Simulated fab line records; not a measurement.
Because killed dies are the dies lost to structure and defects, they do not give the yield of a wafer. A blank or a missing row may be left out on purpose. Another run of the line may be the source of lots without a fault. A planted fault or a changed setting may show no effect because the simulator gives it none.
fab line records -- flow nand-harc
[record] lots = 7, wafers = 21, last-day = 25
route steps=1159 shown P_CONTACT@237 END@1159
lots that met no fault: taken from a fault-free run of the same line
start-h: start of the lot's first displayed wafer, in hours after the record's first day -- wait-h: time in hours since the lot's previous step -- " repeats the value in the row above -- L1.1+2: a single row standing in for several wafers -- - either no value or no given start -- * or withheld: withheld -- < > ~ a bound
route shown NAME@n: names a module that has steps shown in the file, with the first one's number in the route -- usual: mean/standard deviation taken from wafers without a fault -- same: alike in all rows -- chamber/n: place in a boat -- sites: each site's reading -- _std_site: standard deviation of those values -- _edge_site: inner sites' mean taken away from outer sites' mean -- radius-mm: for every site, how far away it sits from the centre of the wafer -- mask NAME#n: copy n -- behind: the tool/chamber that last shaped the wafer -- hold: what put the lot on hold/how long, in hours/how the hold closed -- device: the n, p or np transistor that did not switch -- end of line: at the end of the route, the tests of the same wafers -- a step given without rows: its recipe and nothing more -- killed: not the wafer's yield, but the dies lost to structure and defects at the first sort -- map: dies across one wafer; x = killed, . = not, _ = none there
set.NAME: the setting that was run; set.NAME@STEP: the one run at that earlier step -- model.NAME: the simulator's own value behind a step, which no gauge read
lots seen at some steps along the route; tables by step, rows by wafer
services: when a tool's chamber went out of use (start-h, in hours from the record's first day, below 0 if earlier), for how many hours, and the reason
[[steps]]
[step NHARC_P_CONTACT_ETCH_36]
[recipe] target-depth-a = 2600, over-etch-frac = 0.25, time-s = 406.25, ion-energy-ev = 200, n2-flow-sccm = 150, h2-flow-sccm = 150, ar-flow-sccm = 0, rf-w = 400, bias-w = 150, chemistry = N2/H2
[usual] bias-w = 150.1/0.42, drypump-motor-current-A = 5.9/0.4, oes-product-au = 0.999/0.012, rf-vpp-V = 431.3/2.1, showerhead-plenum-p-Torr = 2.06/0.073, throttle-valve-pct = 14.172/0.0084
lot.wafer,tool,chamber,start-h,wait-h,bias-w,drypump-motor-current-A,oes-product-au,rf-hours-counter-h,rf-vpp-V,showerhead-plenum-p-Torr,throttle-valve-pct
L983.4,rie-diel-02,2,-,-,148.7,5.3,1.006,13,430.0,2.02,14.180
L983.3,rie-diel-02,3,-,-,150.5,5.6,1.002,14,426.2,1.89,14.167
L983.2,rie-diel-02,1,-,-,150.0,5.0,0.999,15,431.4,2.03,14.171
L994.2,rie-diel-08,2,-,-,150.4,6.0,0.990,12,429.5,1.96,14.152
L994.6,rie-diel-08,3,-,-,150.7,5.6,1.005,-,429.4,1.92,14.155
L994.5,rie-diel-08,0,-,-,150.5,5.7,1.008,-,428.6,1.93,14.171
L996.4,rie-diel-09,2,-,-,149.7,6.2,1.004,11,431.9,2.09,14.178
L996.2,rie-diel-09,3,-,-,149.8,5.8,0.976,11,433.0,2.15,14.161
L996.3,rie-diel-09,0,-,-,150.8,6.0,0.997,11,429.8,2.06,14.167
L997.2,rie-diel-09,3,-,-,150.0,5.8,0.981,11,432.5,2.15,14.182
L997.3,rie-diel-09,1,-,-,150.3,6.5,0.999,12,431.9,2.09,14.172
L997.1,rie-diel-09,2,-,-,149.8,6.2,1.016,11,432.4,2.09,14.167
L100.2,rie-diel-09,1,-,-,150.1,6.5,0.992,15,432.8,2.09,14.180
L100.6,rie-diel-09,1,-,-,150.2,6.5,0.995,-,431.5,2.09,14.172
L100.5,rie-diel-09,2,-,-,150.3,6.2,0.999,-,432.5,2.09,14.171
L103.1,rie-diel-09,3,-,-,149.8,5.9,0.972,17,433.2,2.14,14.175
L103.2,rie-diel-09,1,-,-,150.3,6.5,0.998,17,431.3,2.09,14.165
L103.5,rie-diel-09,1,-,-,150.3,6.5,0.992,-,433.1,2.09,14.170
L104.3,rie-diel-09,2,-,-,150.8,6.2,1.012,17,432.2,2.09,14.167
L104.6,rie-diel-09,2,-,-,149.6,6.2,1.017,-,431.5,2.09,14.166
L104.5,rie-diel-09,3,-,-,150.5,5.9,0.984,-,434.0,2.14,14.180
[step NHARC_P_CONTACT_ETCH_18]
[recipe] target-depth-a = 4810, time-s = 240.5, c4f8-flow-sccm = 20, o2-flow-sccm = 10, ar-flow-sccm = withheld, rf-w = 600, bias-w = 1500, chemistry = C4F8/O2/Ar
[step NHARC_P_CONTACT_STRIP_37]
[recipe] c4f8-flow-sccm = withheld, o2-flow-sccm = 8, ar-flow-sccm = withheld, bias-w = 0, chemistry = C4F8/O2/Ar
[step NHARC_P_CONTACT_ETCH_31]
[recipe] target-depth-a = 300, time-s = 85.7, ion-energy-ev = 120, over-etch-frac = 1, ch3f-flow-sccm = 50, o2-flow-sccm = 30, ar-flow-sccm = 200, rf-w = 500, bias-w = 100, chemistry = CH3F/O2
[step NHARC_P_CONTACT_CD_MEAS_19]
[usual] cd-nm = 90.0/2
lot.wafer,tool,chamber,start-h,wait-h,cd-nm
L983.2,cd-sem-01,-,124.84,-,87.5
L983.3,cd-sem-01,-,124.84,-,88.4
L983.4,cd-sem-01,-,124.84,-,88.9
L994.2,cd-sem-01,-,198.00,-,90.1
L994.5,cd-sem-01,-,198.00,-,89.8
L994.6,cd-sem-01,-,198.00,-,89.0
L996.2,cd-sem-03,-,200.66,-,88.1
L996.3,cd-sem-03,-,200.66,-,90.0
L996.4,cd-sem-03,-,200.66,-,93.3
L997.1,cd-sem-03,-,201.69,-,92.0
L997.2,cd-sem-03,-,201.69,-,86.8
L997.3,cd-sem-03,-,201.69,-,89.7
L100.2,cd-sem-02,-,227.30,-,91.5
L100.5,cd-sem-02,-,227.30,-,90.9
L100.6,cd-sem-02,-,227.30,-,93.1
L103.1,cd-sem-01,-,244.08,-,86.7
L103.2,cd-sem-01,-,244.08,-,91.8
L103.5,cd-sem-01,-,244.08,-,91.2
L104.3,cd-sem-02,-,249.03,-,93.3
L104.5,cd-sem-02,-,249.03,-,89.1
L104.6,cd-sem-02,-,249.03,-,92.7
[step NHARC_P_CONTACT_STRIP_28]
[recipe] o2-flow-sccm = 500, ar-flow-sccm = 0, bias-w = 0, chemistry = O2
[usual] drypump-motor-current-A = 5.7/0.44, o2-flow-sccm = 499.7/1.3, oes-product-au = 1.000/0.012, rf-vpp-V = 57.7/0.91, showerhead-plenum-p-Torr = 3.52/0.12, throttle-valve-pct = 17.036/0.0093
[same] bias-w = 0
lot.wafer,tool,chamber,start-h,wait-h,drypump-motor-current-A,o2-flow-sccm,oes-product-au,rf-hours-counter-h,rf-vpp-V,showerhead-plenum-p-Torr,throttle-valve-pct
L983.2,rie-diel-02,2,124.91,0.1,5.3,500.5,1.007,14,58.4,3.49,17.046
L983.3,rie-diel-02,3,124.91,0.1,5.6,499.1,1.001,15,57.5,3.30,17.046
L983.4,rie-diel-02,0,124.91,0.1,5.7,501.3,0.999,14,57.3,3.66,17.038
L994.2,rie-diel-02,1,198.12,0.1,5.0,500.8,1.009,3,58.5,3.51,17.039
L994.5,rie-diel-02,2,198.12,0.1,5.3,498.7,0.997,-,58.5,3.49,17.037
L994.6,rie-diel-02,3,198.12,0.1,5.6,498.5,1.003,-,57.3,3.30,17.027
L996.4,rie-diel-02,2,200.76,0.1,5.3,499.4,0.999,4,59.0,3.49,17.047
L996.2,rie-diel-02,3,200.76,0.1,5.6,498.1,0.998,3,55.7,3.30,17.047
L996.3,rie-diel-02,0,200.76,0.1,5.6,499.8,0.994,3,59.1,3.66,17.032
L997.1,rie-diel-02,3,201.76,0.1,5.6,500.2,1.010,3,57.4,3.30,17.033
L997.3,rie-diel-02,0,201.76,0.1,5.6,500.1,0.993,3,57.6,3.66,17.049
L997.2,rie-diel-02,2,201.76,0.1,5.3,501.4,1.005,4,57.9,3.49,17.030
L100.2,rie-diel-02,3,227.39,0.1,5.6,499.2,1.000,7,57.3,3.30,17.024
L100.5,rie-diel-02,2,227.39,0.1,5.3,500.6,0.998,-,57.9,3.49,17.039
L100.6,rie-diel-02,3,227.39,0.1,5.6,501.3,1.002,-,57.4,3.30,17.025
L103.1,rie-diel-02,3,244.16,0.1,5.5,501.1,1.008,8,56.2,3.30,17.046
L103.2,rie-diel-02,2,244.16,0.1,5.3,501.0,0.996,7,57.0,3.49,17.040
L103.5,rie-diel-02,0,244.16,0.1,5.7,499.7,0.985,-,57.6,3.65,17.042
L104.3,rie-diel-09,3,249.10,0.1,5.9,500.3,0.977,18,57.5,3.69,17.035
L104.6,rie-diel-09,3,249.10,0.1,5.9,499.1,0.984,-,58.9,3.69,17.033
L104.5,rie-diel-09,0,249.10,0.1,6.0,496.2,1.002,-,56.7,3.55,17.040
[step NHARC_P_CONTACT_STRIP_29]
[recipe] time-s = 1200, temp-c = 72.5, chemistry = post-etch-residue-remover
[step NHARC_P_CONTACT_DEGAS_38]
[recipe] temp-c = 300, time-s = 60
[usual] heater-power-w = 464/60
lot.wafer,tool,chamber,start-h,wait-h,heater-power-w
L983.2,pvd-sputter-02,-,125.55,-,509
L983.4,pvd-sputter-02,-,125.55,-,418
L983.3,pvd-sputter-02,-,125.55,-,412
L994.2,pvd-sputter-02,-,198.74,-,408
L994.6,pvd-sputter-02,-,198.74,-,493
L994.5,pvd-sputter-02,-,198.74,-,412
L996.2,pvd-sputter-02,-,201.38,-,498
L996.4,pvd-sputter-02,-,201.38,-,411
L996.3,pvd-sputter-02,-,201.38,-,412
L997.2,pvd-sputter-01,-,202.40,-,454
L997.3,pvd-sputter-01,-,202.40,-,577
L997.1,pvd-sputter-01,-,202.40,-,436
L100.2,pvd-sputter-03,-,228.03,-,361
L100.6,pvd-sputter-03,-,228.03,-,545
L100.5,pvd-sputter-03,-,228.03,-,510
L103.2,pvd-sputter-01,-,244.82,-,446
L103.1,pvd-sputter-01,-,244.82,-,559
L103.5,pvd-sputter-01,-,244.82,-,439
L104.3,pvd-sputter-02,-,249.74,-,409
L104.6,pvd-sputter-02,-,249.74,-,410
L104.5,pvd-sputter-02,-,249.74,-,409
[step NHARC_P_CONTACT_PRE_CLEAN_39]
[recipe] time-s = 19.5, bias-v = 250, gas = Ar
[step NHARC_P_CONTACT_PVD_32]
[recipe] target-thk-a = 50, chamber-pressure-pa = 5, power-w = 5000, substrate-temp-c = 200, time-s = 17.7, material = Ti
[usual] chamber-pressure-pa = 5.000/0.01, throttle-valve-pct = 30.2/0.7
lot.wafer,tool,chamber,start-h,wait-h,chamber-pressure-pa,throttle-valve-pct
L983.3,pvd-sputter-02,-,-,-,5.002,30.3
L983.4,pvd-sputter-02,-,-,-,4.996,31.0
L983.2,pvd-sputter-02,-,-,-,4.982,29.7
L994.2,pvd-sputter-02,-,-,-,5.004,30.9
L994.6,pvd-sputter-02,-,-,-,4.996,29.4
L994.5,pvd-sputter-02,-,-,-,5.003,29.0
L996.2,pvd-sputter-02,-,-,-,5.011,31.1
L996.3,pvd-sputter-02,-,-,-,4.997,29.6
L996.4,pvd-sputter-02,-,-,-,4.994,29.2
L997.1,pvd-sputter-01,-,-,-,5.016,30.9
L997.2,pvd-sputter-01,-,-,-,5.001,30.8
L997.3,pvd-sputter-01,-,-,-,4.986,30.8
L100.2,pvd-sputter-03,-,-,-,4.993,30.9
L100.6,pvd-sputter-03,-,-,-,4.999,28.7
L100.5,pvd-sputter-03,-,-,-,4.992,31.1
L103.1,pvd-sputter-01,-,-,-,5.007,30.7
L103.2,pvd-sputter-01,-,-,-,5.000,30.7
L103.5,pvd-sputter-01,-,-,-,4.991,30.8
L104.3,pvd-sputter-02,-,-,-,5.009,30.5
L104.5,pvd-sputter-02,-,-,-,5.021,30.5
L104.6,pvd-sputter-02,-,-,-,4.998,30.0
[step NHARC_P_CONTACT_ALD_22]
[recipe] target-thk-a = 30, pulse-time-s = 1, ald-cycles = 150, temp-c = 450, material = TiN
[usual] heater-power-w = 1082/87, precursor-pulse-height-rel = 0.999/0.02
[same] ald-cycles = 150, pulse-time-s = 1
lot.wafer,tool,chamber,start-h,wait-h,heater-power-w,precursor-pulse-height-rel
L983.4,ald-metal-01,3,125.79,-,1128,0.979
L983.3,ald-metal-01,1,125.79,-,930,1.024
L983.2,ald-metal-01,2,125.79,-,1150,0.964
L994.2,ald-metal-01,0,199.02,-,1071,0.992
L994.5,ald-metal-01,1,199.02,-,931,0.993
L994.6,ald-metal-01,2,199.02,-,1172,1.000
L996.4,ald-metal-02,3,201.62,-,1042,0.986
L996.2,ald-metal-02,0,201.62,-,1110,0.990
L996.3,ald-metal-02,2,201.62,-,1146,1.034
L997.2,ald-metal-04,0,202.65,-,1242,1.002
L997.3,ald-metal-04,2,202.65,-,1139,1.000
L997.1,ald-metal-04,3,202.65,-,1078,0.999
L100.2,ald-metal-02,1,228.26,-,1028,0.991
L100.5,ald-metal-02,1,228.26,-,1023,0.974
L100.6,ald-metal-02,2,228.26,-,1182,1.018
L103.1,ald-metal-01,2,245.05,-,1156,0.963
L103.2,ald-metal-01,3,245.05,-,1151,0.992
L103.5,ald-metal-01,2,245.05,-,1143,1.009
L104.3,ald-metal-02,2,250.04,-,1164,1.006
L104.5,ald-metal-02,0,250.04,-,1119,0.975
L104.6,ald-metal-02,1,250.04,-,1048,0.977
[step NHARC_P_CONTACT_CVD_23]
[recipe] target-thk-a = 2000, temp-c = 300, pressure-torr = 40, wf6-flow-sccm = 40, h2-flow-sccm = 1600, ar-flow-sccm = 1560, time-s = 557, material = W
[step NHARC_P_CONTACT_CMP_24]
[recipe] t-overpolish-s = 30, target-thk-nm = 200
[usual] edge-zone-pressure-frac = 1.001/0.0046, motor-current-A = 12.1/1.1, overpolish-run-s = 30.001/0.0085, retaining-ring-pressure-frac = 1.001/0.0049, t-overpolish-s = 30/0, time-to-endpoint-s = 40/3.1
lot.wafer,tool,chamber,start-h,wait-h,edge-zone-pressure-frac,motor-current-A,overpolish-run-s,retaining-ring-pressure-frac,t-overpolish-s,time-to-endpoint-s
L983.3,cmp-02,0,135.65,0.3,0.994,11.8,30.003,0.999,30,45
L983.4,cmp-02,1,135.65,0.3,1.002,12.1,30.004,1.002,30,39
L983.2,cmp-02,3,135.65,0.3,0.999,14.6,29.996,0.998,30,39
L994.2,cmp-03,3,206.06,0.5,-,-,-,-,-,-
L994.5,cmp-03,0,206.06,0.5,-,-,-,-,-,-
L994.6,cmp-03,1,206.06,0.5,-,-,-,-,-,-
L996.4,cmp-03,2,211.52,0.3,-,-,-,-,-,-
L996.3,cmp-03,3,211.52,0.3,-,-,-,-,-,-
L996.2,cmp-03,0,211.52,0.3,-,-,-,-,-,-
L997.1,cmp-04,1,212.81,0.5,-,-,-,-,-,-
L997.2,cmp-04,3,212.81,0.5,-,-,-,-,-,-
L997.3,cmp-04,0,212.81,0.5,-,-,-,-,-,-
L100.2,cmp-03,2,231.34,0.6,1.002,11.6,29.994,0.994,30,46
L100.6,cmp-03,1,231.34,0.6,0.999,13.9,30.001,1.000,30,37
L100.5,cmp-03,2,231.34,0.6,0.999,12.8,29.996,0.992,30,46
L103.1,cmp-03,2,250.15,0.6,1.001,12.5,29.997,1.002,30,43
L103.2,cmp-03,0,250.15,0.6,1.004,11.9,30.018,1.001,30,36
L103.5,cmp-03,2,250.15,0.6,0.999,12.9,30.012,0.998,30,45
L104.3,cmp-04,3,257.09,0.4,0.990,11.7,29.989,1.004,30,41
L104.6,cmp-04,2,257.09,0.4,0.999,12.5,30.011,1.009,30,37
L104.5,cmp-04,3,257.09,0.4,1.006,11.4,29.999,1.007,30,42
[step NHARC_P_CONTACT_SRD_26]
[step NHARC_P_CONTACT_INSPECT_27]
[usual] raw-defect-count = 302/150
lot.wafer,tool,chamber,start-h,wait-h,raw-defect-count
L983.2,defect-inspect-01,-,136.05,0.1,259
L983.3,defect-inspect-01,-,136.05,0.1,194
L983.4,defect-inspect-01,-,136.05,0.1,124
L994.2,defect-inspect-01,-,206.38,0.1,2330
L994.5,defect-inspect-01,-,206.38,0.1,2488
L994.6,defect-inspect-01,-,206.38,0.1,2579
L996.2,defect-inspect-02,-,211.93,0.1,2356
L996.3,defect-inspect-02,-,211.93,0.1,2348
L996.4,defect-inspect-02,-,211.93,0.1,2304
L997.1,defect-inspect-02,-,213.21,0.1,2276
L997.2,defect-inspect-02,-,213.21,0.1,2377
L997.3,defect-inspect-02,-,213.21,0.1,2292
L100.2,defect-inspect-01,-,231.72,0.1,449
L100.5,defect-inspect-01,-,231.72,0.1,256
L100.6,defect-inspect-01,-,231.72,0.1,264
L103.1,defect-inspect-02,-,250.53,0.1,347
L103.2,defect-inspect-02,-,250.53,0.1,321
L103.5,defect-inspect-02,-,250.53,0.1,300
L104.3,defect-inspect-01,-,257.47,0.1,333
L104.5,defect-inspect-01,-,257.47,0.1,281
L104.6,defect-inspect-01,-,257.47,0.1,304
[step NHARC_END_SORT_01]
[recipe] temp-c = 25
[usual] killed-at-array = 29/10, killed-at-other = 0.7/1.1, killed-at-periphery = 3.2/2.2, killed-dies = 33/11, killed-open = 3.5/1.8, killed-short = 2.0/1.4
[same] gross-dies = 677
lot.wafer,tool,chamber,start-h,wait-h,killed-at-array,killed-at-other,killed-at-periphery,killed-dies,killed-open,killed-short
L997.1,prober-01,0,534.30,2.5,31,1,645,677,4,0
L997.2,prober-01,0,535.11,2.8,29,1,647,677,4,3
L997.3,prober-01,0,535.91,3.1,31,1,645,677,3,3
L994.2,prober-02,0,535.11,2.8,22,0,655,677,2,2
L994.5,prober-02,0,537.51,3.7,12,0,665,677,3,2
L994.6,prober-02,0,538.31,4.0,20,0,657,677,2,4
L996.2,prober-02,0,542.95,2.8,30,0,647,677,2,1
L996.3,prober-02,0,543.75,3.1,33,0,644,677,2,1
L996.4,prober-02,0,544.56,3.4,38,0,639,677,1,2
// killed by level:class
L997.1 P_CONTACT:area-cmp=643 A_CHANNEL_HOLE_D1:chamber-film-flake=24 A_SGD_CUT:chamber-film-flake=3 A_CONTACT:chamber-film-flake=2 P_CONTACT:geometric-particle:open=1 P_M2:geometric-particle:open=1 A_ONON_D1:geometric-particle:open=1 A_WL_FILL:geometric-particle:open=1
L997.2 P_CONTACT:area-cmp=646 A_CHANNEL_HOLE_D1:chamber-film-flake=17 A_CONTACT:chamber-film-flake=2 A_ONON_D1:geometric-particle:short=1 A_ONON_D1:geometric-particle:open=1 A_CHANNEL_HOLE_D1:geometric-particle:open=1 A_STAIRCASE:geometric-particle:short=1 A_WL_FILL:geometric-particle:open=1
L994.2 P_CONTACT:area-cmp=655 A_CONTACT:chamber-film-flake=6 A_BONDPAD:chamber-film-flake=6 A_CHANNEL_HOLE_D1:chamber-film-flake=5 A_WL_FILL:geometric-particle:short=2 A_ONON_D1:geometric-particle:open=1 A_M0:geometric-particle:open=1 A_SGD_CUT:chamber-film-flake=1
L997.3 P_CONTACT:area-cmp=643 A_CHANNEL_HOLE_D1:chamber-film-flake=19 A_CONTACT:chamber-film-flake=5 P_CONTACT:geometric-particle:short=1 P_M0:geometric-particle:open=1 A_CHANNEL_HOLE_D1:geometric-particle:short=1 A_CHANNEL_FILL_D1:geometric-particle:open=1 A_CONTACT:geometric-particle:open=1
L994.5 P_CONTACT:area-cmp=662 A_CONTACT:chamber-film-flake=4 A_CONTACT:geometric-particle:open=2 A_STAIRCASE:chamber-film-flake=2 A_BONDPAD:chamber-film-flake=2 P_GATE:geometric-particle:short=1 P_CONTACT:geometric-particle:short=1 A_WL_FILL:geometric-particle:open=1
L994.6 P_CONTACT:area-cmp=654 A_CHANNEL_HOLE_D1:chamber-film-flake=7 A_CONTACT:chamber-film-flake=5 A_BONDPAD:chamber-film-flake=4 A_WL_FILL:geometric-particle:short=3 P_STI:geometric-particle:open=1 P_CONTACT:geometric-particle:open=1 P_M0:geometric-particle:short=1
L996.2 P_CONTACT:area-cmp=645 A_CHANNEL_HOLE_D1:chamber-film-flake=11 A_SLIT:chamber-film-flake=9 A_CONTACT:chamber-film-flake=3 A_CHANNEL_FILL_D1:chamber-film-flake=2 A_CHANNEL_FILL_D1:geometric-particle:open=1 A_CHANNEL_FILL_D1:geometric-particle:short=1 A_M0:geometric-particle:open=1
L996.3 P_CONTACT:area-cmp=642 A_CHANNEL_HOLE_D1:chamber-film-flake=18 A_SLIT:chamber-film-flake=9 P_STI:chamber-film-flake=2 A_CONTACT:chamber-film-flake=2 A_SGD_CUT:geometric-particle:short=1 A_CONTACT:geometric-particle:open=1 A_M1:geometric-particle:open=1
L996.4 P_CONTACT:area-cmp=637 A_CHANNEL_HOLE_D1:chamber-film-flake=20 A_SLIT:chamber-film-flake=13 A_WL_FILL:geometric-particle:short=2 P_GATE:geometric-particle:open=1 P_STI:chamber-film-flake=1 A_STAIRCASE:chamber-film-flake=1 A_CONTACT:chamber-film-flake=1
// map L994.2 (x killed, . not)
____________x____________
_________xxxxxxx_________
_______xxxxxxxxxxx_______
______xxxxxxxxxxxxx______
_____xxxxxxxxxxxxxxx_____
____xxxxxxxxxxxxxxxxx____
____xxxxxxxxxxxxxxxxx____
___xxxxxxxxxxxxxxxxxxx___
___xxxxxxxxxxxxxxxxxxx___
__xxxxxxxxxxxxxxxxxxxxx__
__xxxxxxxxxxxxxxxxxxxxx__
_xxxxxxxxxxxxxxxxxxxxxxx_
_xxxxxxxxxxxxxxxxxxxxxxx_
_xxxxxxxxxxxxxxxxxxxxxxx_
_xxxxxxxxxxxxxxxxxxxxxxx_
_xxxxxxxxxxxxxxxxxxxxxxx_
xxxxxxxxxxxxxxxxxxxxxxxxx
xxxxxxxxxxxxxxxxxxxxxxxxx
xxxxxxxxxxxxxxxxxxxxxxxxx
xxxxxxxxxxxxxxxxxxxxxxxxx
xxxxxxxxxxxxxxxxxxxxxxxxx
_xxxxxxxxxxxxxxxxxxxxxxx_
_xxxxxxxxxxxxxxxxxxxxxxx_
_xxxxxxxxxxxxxxxxxxxxxxx_
_xxxxxxxxxxxxxxxxxxxxxxx_
_xxxxxxxxxxxxxxxxxxxxxxx_
__xxxxxxxxxxxxxxxxxxxxx__
__xxxxxxxxxxxxxxxxxxxxx__
___xxxxxxxxxxxxxxxxxxx___
___xxxxxxxxxxxxxxxxxxx___
____xxxxxxxxxxxxxxxxx____
____xxxxxxxxxxxxxxxxx____
_____xxxxxxxxxxxxxxx_____
______xxxxxxxxxxxxx______
_______xxxxxxxxxxx_______
_________xxxxxxx_________
____________x____________
// map L996.2 (x killed, . not)
____________x____________
_________xxxxxxx_________
_______xxxxxxxxxxx_______
______xxxxxxxxxxxxx______
_____xxxxxxxxxxxxxxx_____
____xxxxxxxxxxxxxxxxx____
____xxxxxxxxxxxxxxxxx____
___xxxxxxxxxxxxxxxxxxx___
___xxxxxxxxxxxxxxxxxxx___
__xxxxxxxxxxxxxxxxxxxxx__
__xxxxxxxxxxxxxxxxxxxxx__
_xxxxxxxxxxxxxxxxxxxxxxx_
_xxxxxxxxxxxxxxxxxxxxxxx_
_xxxxxxxxxxxxxxxxxxxxxxx_
_xxxxxxxxxxxxxxxxxxxxxxx_
_xxxxxxxxxxxxxxxxxxxxxxx_
xxxxxxxxxxxxxxxxxxxxxxxxx
xxxxxxxxxxxxxxxxxxxxxxxxx
xxxxxxxxxxxxxxxxxxxxxxxxx
xxxxxxxxxxxxxxxxxxxxxxxxx
xxxxxxxxxxxxxxxxxxxxxxxxx
_xxxxxxxxxxxxxxxxxxxxxxx_
_xxxxxxxxxxxxxxxxxxxxxxx_
_xxxxxxxxxxxxxxxxxxxxxxx_
_xxxxxxxxxxxxxxxxxxxxxxx_
_xxxxxxxxxxxxxxxxxxxxxxx_
__xxxxxxxxxxxxxxxxxxxxx__
__xxxxxxxxxxxxxxxxxxxxx__
___xxxxxxxxxxxxxxxxxxx___
___xxxxxxxxxxxxxxxxxxx___
____xxxxxxxxxxxxxxxxx____
____xxxxxxxxxxxxxxxxx____
_____xxxxxxxxxxxxxxx_____
______xxxxxxxxxxxxx______
_______xxxxxxxxxxx_______
_________xxxxxxx_________
____________x____________
[[services]]
tool,chamber,start-h,hours,kind
ald-metal-01,-,102.00,10.0,pm
pvd-sputter-03,-,102.00,10.0,pm
cmp-04,-,105.07,4.0,pm
cmp-03,-,112.13,3.6,repair
pvd-sputter-01,-,114.69,2.0,repair
ald-metal-02,2,142.77,30.1,repair
rie-diel-02,-,150.73,9.0,pm
cmp-03,-,156.00,4.0,pm
pvd-sputter-01,-,158.03,10.0,pm
pvd-sputter-01,-,173.50,0.9,repair
rie-diel-09,2,175.33,3.8,repair
ald-metal-02,-,186.00,10.0,pm
cmp-04,-,189.33,1.9,repair
pvd-sputter-01,-,191.58,1.5,repair
cmp-03,-,196.78,2.9,repair
ald-metal-02,-,197.78,0.2,repair
cmp-04,-,203.07,4.0,pm
pvd-sputter-02,-,214.02,10.0,pm
rie-diel-02,2,221.94,4.6,repair
rie-diel-09,0,238.35,6.3,repair
rie-diel-02,2,250.08,5.1,repair
ald-metal-02,-,250.69,3.2,repair
cmp-03,-,254.00,4.0,pm
rie-diel-09,-,254.10,9.0,pm
[[key]]
[first-sign] step = NHARC_P_CONTACT_CMP_24, reading = tool-record, direction = missing
[effect] step = NHARC_P_CONTACT_INSPECT_27, reading = raw-defect-count, direction = up, sigmas = 14, usual = 302, struck = 2372
[effect] step = NHARC_END_SORT_01, reading = killed-at-periphery, direction = up, sigmas = 99+, usual = 3.2, struck = 649.3
[more-kills-born-at] NHARC_P_CONTACT_CMP_24@cmp-03 = 3895, NHARC_P_CONTACT_CMP_24@cmp-04 = 1932
met-at NHARC_P_CONTACT_CMP_24
struck-wafers L994.2,L994.5,L994.6,L996.2,L996.3,L996.4,L997.1,L997.2,L997.3
later-rows-left-out L994.2,L994.5,L994.6,L996.2,L996.3,L996.4,L997.1,L997.2,L997.3
tester-left-out L994,L996,L997
[fault] kind = skipped-step-whole, tool = cmp-03,cmp-04, chamber = -, onset-h = 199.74, steps = NHARC_P_CONTACT_CMP_24, scope = struck-lots-only
// tester-left-out: of these lots the tester's yield and bins aren't shown, on N5 and GAA mostly nor the transistor test; their killed dies are dies lost to structure and defects alone, not to doping, threshold or leakage, so they don't give the yield
// later-rows-left-out: the simulator's readings of these wafers behind a module that went badly wrong aren't trusted and aren't shown, but for the sort
